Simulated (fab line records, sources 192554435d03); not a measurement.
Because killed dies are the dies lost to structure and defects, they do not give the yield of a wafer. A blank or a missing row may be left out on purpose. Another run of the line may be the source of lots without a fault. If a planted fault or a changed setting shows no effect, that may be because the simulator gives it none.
Chamber matching / flow n5-finfet / N5_SDB_STRIP_21 on rie-diel-02: 4 sister chambers
The step strips in CF4. 4 wafers are shown with their chamber, then 11 later ones without.

WAFERS, EACH WITH ITS CHAMBER
wafer=L086.4; chamber=3; drypump-motor-current-A (A)=5.7
wafer=L091.5; chamber=1; drypump-motor-current-A (A)=5.2
wafer=L091.6; chamber=2; drypump-motor-current-A (A)=6.2
wafer=L093.2; chamber=0; drypump-motor-current-A (A)=5.8

WAFERS MISSING THEIR CHAMBER
wafer=L093.4; drypump-motor-current-A (A)=5.2
wafer=L093.6; drypump-motor-current-A (A)=5.2
wafer=L092.1; drypump-motor-current-A (A)=5.7
wafer=L092.2; drypump-motor-current-A (A)=5.2
wafer=L092.3; drypump-motor-current-A (A)=6.2
wafer=L094.3; drypump-motor-current-A (A)=5.2
wafer=L094.5; drypump-motor-current-A (A)=6.2
wafer=L094.6; drypump-motor-current-A (A)=5.2
wafer=L097.1; drypump-motor-current-A (A)=5.7
wafer=L097.3; drypump-motor-current-A (A)=5.3
wafer=L097.6; drypump-motor-current-A (A)=5.8

THE CHAMBER EACH PASSED THROUGH
wafer=L093.4; from the rows above=1; in truth=1
wafer=L093.6; from the rows above=1; in truth=1
wafer=L092.1; from the rows above=3; in truth=3
wafer=L092.2; from the rows above=1; in truth=1
wafer=L092.3; from the rows above=2; in truth=2
wafer=L094.3; from the rows above=1; in truth=1
wafer=L094.5; from the rows above=2; in truth=2
wafer=L094.6; from the rows above=1; in truth=1
wafer=L097.1; from the rows above=3; in truth=3
wafer=L097.3; from the rows above=1; in truth=1
wafer=L097.6; from the rows above=0; in truth=0
Correctly placed: 11 of 11. Left unplaced by these rows: 0. Wrongly placed: 0.
How it was worked out, from the rows above alone: a wafer's distance from a chamber is the root of the sum, over the readings, of the square of ((its reading less the chamber's mean) divided by the reading's scatter). The wafer belongs to the nearest chamber; if the next one is less than 2 further off, it can't be placed. Each chamber's mean is taken over the wafers shown for it. The scatter: with one shown wafer a chamber, the root of the mean of the squares of how far each hidden wafer lies from its nearest shown one.
